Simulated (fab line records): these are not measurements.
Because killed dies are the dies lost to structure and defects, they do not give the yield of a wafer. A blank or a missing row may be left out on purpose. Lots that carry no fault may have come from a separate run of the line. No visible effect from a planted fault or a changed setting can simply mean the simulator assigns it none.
fab line records    flow n5_finfet
[record] lots = 4  wafers = 12  last_day = 15
route steps=1938 shown BEOL_M0_SAQP@665 BEOL_M0_CUTY@701 BEOL_M4@1111 PASSIVATION@1936
lots untouched by any fault: they come from a run of this same line in which no faults occurred
start_h: hours from the record's first day to the start of the lot's first wafer shown    wait_h: hours from the lot's prior step to this one    " repeats the value in the row above    L1.1+2: a single row standing in for several wafers    - value missing, or start not given    * or withheld: withheld    < > ~ a bound
route shown NAME@n: NAME is a module with steps in the file, n the number in the route of the first one    usual: the fault-free wafers' mean and standard deviation    same: alike in all rows    chamber/n: place in a boat    sites: the reading at each site    _std_site: standard deviation across them    _edge_site: the outer-site mean with the inner-site mean subtracted    radius_mm: how far each site lies from the wafer's centre    mask NAME#n: copy n    behind: the last tool/chamber to shape the wafer    hold: the reason the lot was held/the length of the hold in hours/how it ended    device: the n, p or np transistor that did not switch    end of line: at the end of the route, the tests of the same wafers    a step with no rows: only its recipe    killed: not the wafer's yield, but the dies lost to structure and defects at the first sort    map: per-die view of a wafer (x killed, . not killed, _ where there is no die)
set.NAME: the run value of the setting; set.NAME@STEP: its run value at that earlier step    model.NAME: the simulator's own value behind a step, which no gauge read
lots at some steps of the route; a table a step, a row a wafer
services: when a tool's chamber went out of use (start_h, in hours from the record's first day, below 0 if earlier), for how many hours, and the reason
[[steps]]
[step N5_BEOL_M0_SAQP_MANDREL1_REMOVE_100]
[recipe] chemistry = HBr/Cl2/O2  bt_time_s = 10  target = a-Si  stop_on = SiNx  endpoint = OES-SiCl  over_etch_frac = 0.85  icp_w = 600  bias_w = 30  HBr_flow_sccm = 150  Cl2_flow_sccm = 80  O2_flow_sccm = 5  pressure_mtorr = 10
[step N5_BEOL_M0_SAQP_ETCH_101]
[recipe] chemistry = CH3F/O2  target = SiNx  mask_material = SiO2  target_depth_a = 299  time_s = 42.7  pressure_mtorr = 30  source_w = 395  bias_w = 73  Ar_flow_sccm = 150  CH3F_flow_sccm = 30  O2_flow_sccm = 20  ion_energy_ev = 120
[step N5_BEOL_M0_SAQP_ETCH_102]
[recipe] chemistry = CF4  target = SiO2  target_depth_a = 40  ion_energy_ev = 350  time_s = 4.4  pressure_mtorr = 10  icp_w = 800  bias_w = 400  cf4_flow_sccm = 80
[step N5_BEOL_M0_SAQP_MANDREL_ETCH_103]
[recipe] chemistry = HBr/Cl2  target = a-Si  target_depth_a = 450  bt_time_s = 10  stop_on = SiCN  mask_material = SiO2  over_etch_frac = 0.8  time_s = 27  pressure_mtorr = 10  icp_w = 800  bias_w = 75  HBr_flow_sccm = 150  Cl2_flow_sccm = 80  ends = end_point
[step N5_BEOL_M0_SAQP_RECESS_104]
[recipe] chemistry = HF/NH3  target = SiO2  target_depth_a = 180  afs_cycles = 3  temp_c = 30  sublimation_temp_c = 180  sublimation_time_s = 60
[step N5_BEOL_M0_SAQP_COAT_105]
[recipe] resist = SOC  temp_c = 250  time_s = 60  spin_rpm = 1500  resist_thk_nm = 100
[step N5_BEOL_M0_SAQP_ETCH_106]
[recipe] chemistry = N2/H2  target = SOC  target_depth_a = 1500  stop_on = SiNx  ion_energy_ev = 100  bias_w = 61  pressure_mtorr = 30  source_w = 850  n2_flow_sccm = 200  h2_flow_sccm = 200
[step N5_BEOL_M0_SAQP_ETCH_107]
[recipe] chemistry = CH3F/O2  target = SiNx  target_depth_a = 300  mask_material = SOC  pressure_mtorr = 30  source_w = 395  bias_w = 73  Ar_flow_sccm = 150  CH3F_flow_sccm = 30  O2_flow_sccm = 20  ion_energy_ev = 120
[step N5_BEOL_M0_SAQP_STRIP_108]
[recipe] chemistry = N2/H2  power_w = 500  temp_c = 40  pressure_mtorr = 50  rf_frequency_hz = 6e+07  overash_fraction = 0.3  bias_power_w = 28  h2_frac = 0.5  n2_flow_sccm = 300  h2_flow_sccm = 300
[step N5_BEOL_M0_SAQP_RECESS_109]
[recipe] chemistry = HF/NH3  target = SiO2  target_depth_a = 30  afs_cycles = 1  temp_c = 30  sublimation_temp_c = 180  sublimation_time_s = 60
[step N5_BEOL_M0_SAQP_SPACER2_ALD_26]
[recipe] material = SiO2  target_thk_a = 150  temp_c = 300  ald_precursor_family = BDEAS  ald_co_reactant = O2-plasma  pulse_time_s = 1  purge_time_s = 2  co_reactant_purge_time_s = 2  pressure_torr = 2
[step N5_BEOL_M0_SAQP_SPACER2_ETCHBACK_27]
[recipe] chemistry = CHF3/O2  mode = anisotropic_etchback  target = SiO2  target_depth_a = 225  time_s = 11.25  pressure_mtorr = 30  source_w = 650  bias_w = 170  Ar_flow_sccm = 200  CHF3_flow_sccm = 50  O2_flow_sccm = 5  ion_energy_ev = 200
[usual] chamber_pressure_mTorr = 29.999/0.028  drypump_motor_current_A = 5.7/0.46  oes_product_au = 0.80/0.083  rf_vpp_V = 520/5.5  showerhead_plenum_p_Torr = 2.42/0.09  throttle_valve_pct = 18.90/0.16
lot.wafer  tool         chamber  start_h  wait_h  chamber_pressure_mTorr  drypump_motor_current_A  oes_product_au  rf_hours_counter_h  rf_vpp_V  showerhead_plenum_p_Torr  throttle_valve_pct
L731.1     rie_diel-03  0        131.45   0.3     29.959                  5.4                      0.77            134                 527       2.42                      19.05
L731.2     "            2        "        "       30.010                  6.2                      0.86            56                  524       2.44                      18.64
L731.4     "            1        "        "       30.008                  5.9                      0.74            -                   512       2.31                      18.87
L739.1     rie_diel-03  0        178.68   0.3     29.970                  5.4                      0.76            151                 525       2.41                      19.08
L739.3     "            1        "        "       30.014                  6.0                      0.74            189                 512       2.30                      18.89
L739.4     "            2        "        "       29.990                  6.1                      0.84            68                  524       2.44                      18.68
L740.1     rie_diel-03  2        183.41   0.3     30.015                  6.2                      0.84            70                  523       2.44                      18.69
L740.2     "            0        "        "       29.994                  5.4                      0.76            153                 526       2.41                      19.08
L740.6     "            1        "        "       29.998                  6.0                      0.73            -                   512       2.30                      18.91
L742.1     rie_diel-04  0        193.38   0.3     29.970                  6.3                      0.74            179                 521       2.39                      18.82
L742.4     "            2        "        "       30.057                  4.8                      0.72            -                   522       2.49                      18.73
L742.6     "            1        "        "       29.969                  5.4                      0.86            -                   512       2.35                      19.20
[step N5_BEOL_M0_SAQP_MANDREL2_REMOVE_110]
[recipe] chemistry = HBr/Cl2/O2  bt_time_s = 10  target = a-Si  stop_on = SiCN  endpoint = OES-SiCl  over_etch_frac = 1  icp_w = 600  bias_w = 30  HBr_flow_sccm = 150  Cl2_flow_sccm = 80  O2_flow_sccm = 5  pressure_mtorr = 10
[step N5_BEOL_M0_SAQP_COAT_69]
[recipe] resist = SOC  temp_c = 250  time_s = 60  spin_rpm = 1500  resist_thk_nm = 90
[step N5_BEOL_M0_SAQP_COAT_72]
[recipe] resist = SiARC  temp_c = 220  time_s = 60  spin_rpm = 1500  resist_thk_nm = 15
[step N5_BEOL_M0_SAQP_COAT_87]
[recipe] resist = underlayer  temp_c = 205  time_s = 60  spin_rpm = 1500  resist_thk_nm = 5
[step N5_BEOL_M0_SAQP_COAT_34]
[recipe] resist = CAR-EUV  spin_rpm = 1500  resist_thk_nm = 30
[step N5_BEOL_M0_SAQP_EBR_36]
[recipe] solvent = PGMEA  ebr_width_mm = 1.5
[step N5_BEOL_M0_SAQP_SOFTBAKE_35]
[recipe] temp_c = 110  time_s = 60  resist = CAR-EUV
[step N5_BEOL_M0_SAQP_EXPOSE_37]
[recipe] mask_id = M0_CUT1  na = 0.33  source_shape = annular  sigma_inner = 0.35  sigma_outer = 0.8  polarization = unpolarized  target_cd_nm = 30  dose_mj = 44.75
[step N5_BEOL_M0_SAQP_PEB_38]
[recipe] peb_temp_c = 100  peb_time_s = 60  resist = CAR-EUV
[step N5_BEOL_M0_SAQP_DEVELOP_39]
[recipe] develop_time_s = 30  developer = TMAH  resist = CAR-EUV  rinse_liquid = surfactant_rinse  dry = air_spin  dev_temp_c = 23
[step N5_BEOL_M0_SAQP_DESCUM_45]
[recipe] chemistry = O2  time_s = 7  source_power_w = 50  bias_power_w = 20  pressure_mtorr = 20  rf_frequency_hz = 2.712e+07  temp_c = 40  resist = CAR-EUV  o2_flow_sccm = 225
[step N5_BEOL_M0_SAQP_ETCH_88]
[recipe] chemistry = N2/H2  target = underlayer  target_depth_a = 65  time_s = 5.2  ion_energy_ev = 200  mask_material = CAR-EUV  pressure_mtorr = 30  source_w = 840  bias_w = 150  n2_flow_sccm = 200  h2_flow_sccm = 200  ends = cleared
[step N5_BEOL_M0_SAQP_ETCH_73]
[recipe] chemistry = CF4  target = SiARC  target_depth_a = 195  mask_material = CAR-EUV  time_s = 32.5  ion_energy_ev = 80  pressure_mtorr = 40  source_w = 545  bias_w = 36  Ar_flow_sccm = 100  cf4_flow_sccm = 100  ends = cleared
[step N5_BEOL_M0_SAQP_CUT_ETCH_46]
[recipe] chemistry = N2/H2  target = SOC  target_depth_a = 1350  overetch_a = 270  temp_c = 40  time_s = 202.5  ion_energy_ev = 200  mask_material = SiARC  pressure_mtorr = 30  source_w = 840  bias_w = 150  n2_flow_sccm = 200  h2_flow_sccm = 200
[step N5_BEOL_M0_SAQP_STRIP_74]
[recipe] chemistry = N2/H2  temp_c = 40  n2_flow_sccm = 200  h2_flow_sccm = 200  rf_frequency_hz = 6e+07
[step N5_BEOL_M0_SAQP_STRIP_89]
[recipe] chemistry = N2/H2  temp_c = 40  n2_flow_sccm = 200  h2_flow_sccm = 200  rf_frequency_hz = 6e+07
[step N5_BEOL_M0_SAQP_ALD_48]
[recipe] material = SiO2  target_thk_a = 200  temp_c = 100  ald_precursor_family = BDEAS  ald_co_reactant = O2-plasma  pulse_time_s = 1  co_reactant_pulse_time_s = 1  purge_time_s = 2  co_reactant_purge_time_s = 2  ald_cycles = 139  pressure_torr = 2
[step N5_BEOL_M0_SAQP_ETCH_49]
[recipe] chemistry = CF4/O2  target_depth_a = 370  target = SiO2  pressure_mtorr = 40  source_w = 535  bias_w = 49  Ar_flow_sccm = 100  cf4_flow_sccm = 100  O2_flow_sccm = 10  ion_energy_ev = 100
[step N5_BEOL_M0_SAQP_STRIP_75]
[recipe] chemistry = CF4  resist = SiARC  power_w = 300  bias_power_w = 75  pressure_mtorr = 50  cf4_flow_sccm = 150  rf_frequency_hz = 6e+07
[step N5_BEOL_M0_CUTY_COAT_50]
[recipe] resist = SiARC  temp_c = 220  time_s = 60  spin_rpm = 1500  resist_thk_nm = 15
[step N5_BEOL_M0_CUTY_COAT_51]
[recipe] resist = CAR-ArF-block  spin_rpm = 1500  resist_thk_nm = 150
[step N5_BEOL_M0_CUTY_EBR_52]
[recipe] solvent = PGMEA  ebr_width_mm = 1.5
[step N5_BEOL_M0_CUTY_SOFTBAKE_53]
[recipe] temp_c = 110  time_s = 60  resist = CAR-ArF-block
[step N5_BEOL_M0_CUTY_EXPOSE_54]
[recipe] mask_id = M0_ABLK  na = 1.35  source_shape = conventional  sigma_outer = 0.8  polarization = unpolarized  dose_mj = 36
[step N5_BEOL_M0_CUTY_PEB_55]
[recipe] peb_temp_c = 110  peb_time_s = 60  resist = CAR-ArF-block
[step N5_BEOL_M0_CUTY_INSPECT_59]
[recipe] mode = adi  inspect_instrument = macro
[usual] raw_defect_count = 1.7/1.3
lot.wafer  tool               chamber  start_h  wait_h  raw_defect_count
L731.1     defect_inspect-01  -        133.46   0.0     0
L731.2     "                  -        "        "       3
L731.4     "                  -        "        "       3
L739.1     defect_inspect-01  -        180.90   0.0     37
L739.3     "                  -        "        "       2
L739.4     "                  -        "        "       0
L740.1     defect_inspect-01  -        185.39   0.0     1
L740.2     "                  -        "        "       31
L740.6     "                  -        "        "       0
L742.1     defect_inspect-01  -        195.83   0.0     2
L742.4     "                  -        "        "       1
L742.6     "                  -        "        "       0
[step N5_BEOL_M4_RC_MEAS_101]
[usual] DIBL_N = 36.5/1.4  DIBL_P = 36.6/1.6  IOFF_N = 0.160/0.024  IOFF_P = 0.217/0.029  ION_N = 674/8.7  ION_P = 464/6.5  SS_N = 71.6/0.47  SS_P = 73.4/0.57  VT_N = 250.0/2.5  VT_P = -250/3.1
lot.wafer  tool       chamber  start_h  wait_h  DIBL_N[mV/V]  DIBL_P[mV/V]  IOFF_N[nA/um]  IOFF_P[nA/um]  ION_N[uA/um]  ION_P[uA/um]  SS_N[mV/dec]  SS_P[mV/dec]  VT_N[mV]  VT_P[mV]
L731.1     prober-02  0        193.37   0.0     34.3          34.4          0.136          0.202          668           461           71.2          73.3          251.5     -251
L731.2     "          0        "        "       35.2          35.9          0.161          0.228          676           469           71.1          73.3          248.2     -248
L731.4     "          0        "        "       35.5          36.4          0.161          0.226          675           464           71.3          73.7          249.8     -250
L739.1     prober-02  0        241.98   0.0     39.1          39.7          0.188          0.223          677           455           72.1          74.6          247.6     -252
L739.3     "          0        "        "       39.1          39.2          0.189          0.209          668           451           72.9          74.4          250.1     -252
L739.4     "          0        "        "       39.9          40.3          0.212          0.237          677           457           71.9          74.1          246.1     -251
L740.1     prober-01  0        243.84   0.0     37.9          37.8          0.179          0.259          674           466           71.5          73.1          248.5     -245
L740.2     "          0        "        "       37.2          37.1          0.170          0.244          684           474           71.3          73.9          247.9     -248
L740.6     "          0        "        "       36.6          36.2          0.155          0.221          680           468           71.7          72.8          249.9     -247
L742.1     prober-02  0        260.27   0.0     37.5          37.1          0.164          0.228          676           468           72.0          73.8          251.5     -248
L742.4     "          0        "        "       35.9          36.0          0.144          0.210          671           462           72.1          72.0          252.7     -250
L742.6     "          0        "        "       37.0          37.2          0.159          0.241          671           463           71.9          73.0          250.1     -247
[step N5_PASSIVATION_PROBE_49]
[usual] defect_limited_yield = 91.2/1.4  killed_at_M0_to_M3 = 34/9.4  killed_at_M4_up = 13/5.8  killed_at_contacts = 13/6.4  killed_at_front_end = 41/11  killed_at_other = 3.1/2.3  killed_dies = 103/16  killed_open = 69/12  killed_short = 33/7.8  sort_bin_5_function = 5.1/0.91  sort_bin_6_memory = 3.3/0.63  sort_n_pass = 1077/16  sort_yield_pct = 91.2/1.4
[same] gross_dies = 1180  killed_at_back_side = 0  sort_bin_4_leakage[%] = 0  sort_bin_8_speed[%] = 0
lot.wafer  tool       chamber  start_h  wait_h  defect_limited_yield[%]  killed_at_M0_to_M3  killed_at_M4_up  killed_at_contacts  killed_at_front_end  killed_at_other  killed_dies  killed_open  killed_short  sort_bin_5_function[%]  sort_bin_6_memory[%]  sort_n_pass  sort_yield_pct[%]
L740.2     prober-02  -        342.86   0.1     88.7                     62                  11               15                  39                   6                133          70           39            6.7                     4.2                   1047         88.7
L739.1     prober-01  -        343.41   0.0     89.7                     54                  8                11                  49                   0                122          62           32            6.3                     3.5                   1058         89.7
L739.3     prober-01  -        343.51   0.1     92.6                     26                  16               4                   38                   3                87           53           31            4.4                     2.4                   1093         92.6
// killed by level:class
L740.2 BEOL_M0_SAQP:unspecified=24 MOL_CONTACT_COAG:geometric_particle:open=12 BEOL_M0_SAQP:geometric_particle:open=11 STI_FIN_REVEAL:geometric_particle:open=10 BEOL_M0_SAQP:geometric_particle:short=10 BEOL_M2:geometric_particle:open=7 DUMMY_GATE:geometric_particle:open=5 BEOL_M2:geometric_particle:short=5
L739.1 BEOL_M0_SAQP:unspecified=28 BEOL_M2:geometric_particle:open=13 STI_FIN_REVEAL:geometric_particle:open=12 FIN_SAQP:geometric_particle:short=11 MOL_CONTACT_COAG:geometric_particle:open=10 GATE_CUT:geometric_particle:open=5 BEOL_M0_SAQP:geometric_particle:short=5 DUMMY_GATE:geometric_particle:open=4
L739.3 FIN_SAQP:geometric_particle:short=12 FIN_SAQP:geometric_particle:open=6 STI_FIN_REVEAL:geometric_particle:open=6 BEOL_M0_SAQP:geometric_particle:short=6 BEOL_M4:geometric_particle:open=6 BEOL_M2:geometric_particle:open=5 BEOL_M0_SAQP:geometric_particle:open=4 BEOL_M3:geometric_particle:short=4
// map L739.1 (x killed, . not)
_________________......x.....________________
______________.................._____________
___________......x....x............__________
__________.........x............x..._________
________.............................._______
_______...........x......x.x....x......______
______x.........x..x......x............._____
_____................x...x.x...........xx____
____x.x....x...............x.x.....x...x..___
___..........xx................x...........__
___..............x.........x.x.x..x........__
__x.........x...........x..........x.....xx._
__.....x............x.x....x..xxxx...x......_
_......x...............xxx..xxxx.............
_.....................x..x.xx.xxx..x.........
_...............x......x....xxx..............
_.....................................x......
_.xx..x............x..x.....x...x.........x..
_...............x...............x...x.x.....x
_...........x....x..............xx.......x...
_............................x...........x...
__..........x.............x..x...x..x......._
__............x.....x...........x..........._
___.............x.............x............__
___...x...........x........................__
____..x........................x..........___
_____.......x...x........................____
______.................x..........x....._____
_______x...........x......x............______
________.x...................x...x...._______
__________..x...........x..x........_________
___________.......x.x..............__________
______________...x.............._____________
_________________...x...x....________________
// map L740.2 (x killed, . not)
_________________............________________
______________..xx...........x.._____________
___________x.x.x..........x........__________
__________.x...x.......x.......x.x.._________
________........x.....x.......x......._______
_______.....x.............x............______
______........x..x....................x._____
_____x..........x..........x.............____
____x...............x..x....xx............___
___..x.............x...x...x.x....x........__
___x......................x.....x......x.x.__
__........x...........x...xx...x............_
__.x.......x..............x.xxx..x.....x...._
_x...x.x...x............x.....xx..xx....x....
_..................x.x...x.xx.xx..x..........
_.....................x.xx....x...x..........
_............................................
_...................x.......x..x.x......x....
_...x....x..x.x.........x...............x....
_.....x.x..x...x.........x...............x...
_.........................x..........x.......
__.....x............x......................._
__.......x..x....................x.x..x....x_
___......x.......x......x......x.......x...__
___...........................xx..x........__
____..x.....x..x.........................x___
_____.x.................................x____
______.........x...x...................._____
_______.x..x..............x............______
________........................x....._______
__________....x...............x.x..._________
___________.x.x....................__________
______________....x..x......x..x_____________
_________________.x.........x________________
[[services]]
tool         chamber  start_h  hours  kind
rie_diel-03  3        114.50   -      clean
rie_diel-03  3        114.50   -      consumable_replace:focus_ring
rie_diel-03  3        114.50   -      consumable_replace:showerhead
rie_diel-03  3        114.50   19.1   scheduled_down
rie_diel-03  3        114.50   19.1   vent_cycle
rie_diel-04  3        158.32   14.6   repair
rie_diel-03  2        166.17   6.7    repair
rie_diel-04  3        193.36   5.3    repair
[[key]]
[first_sign] step = N5_BEOL_M0_CUTY_INSPECT_59  reading = raw_defect_count  direction = up  sigmas = 24  usual = 1.7  struck = 34
[effect] step = N5_PASSIVATION_PROBE_49  reading = killed_at_M0_to_M3  direction = up  sigmas = 2.6  usual = 34  struck = 58
[more_kills_born_at] N5_BEOL_M0_SAQP_SPACER2_ETCHBACK_27@rie_diel-03 = 52
met_at N5_BEOL_M0_SAQP_SPACER2_ETCHBACK_27
struck_wafers L739.1,L740.2
onset_between 131.45 178.68
[fault] kind = chamber_particle_source  tool = rie_diel-03  chamber = 0  onset_h = 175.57  steps = N5_BEOL_M0_SAQP_SPACER2_ETCHBACK_27  rate_per_visit_cm2 = 0.053839  end_h = 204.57
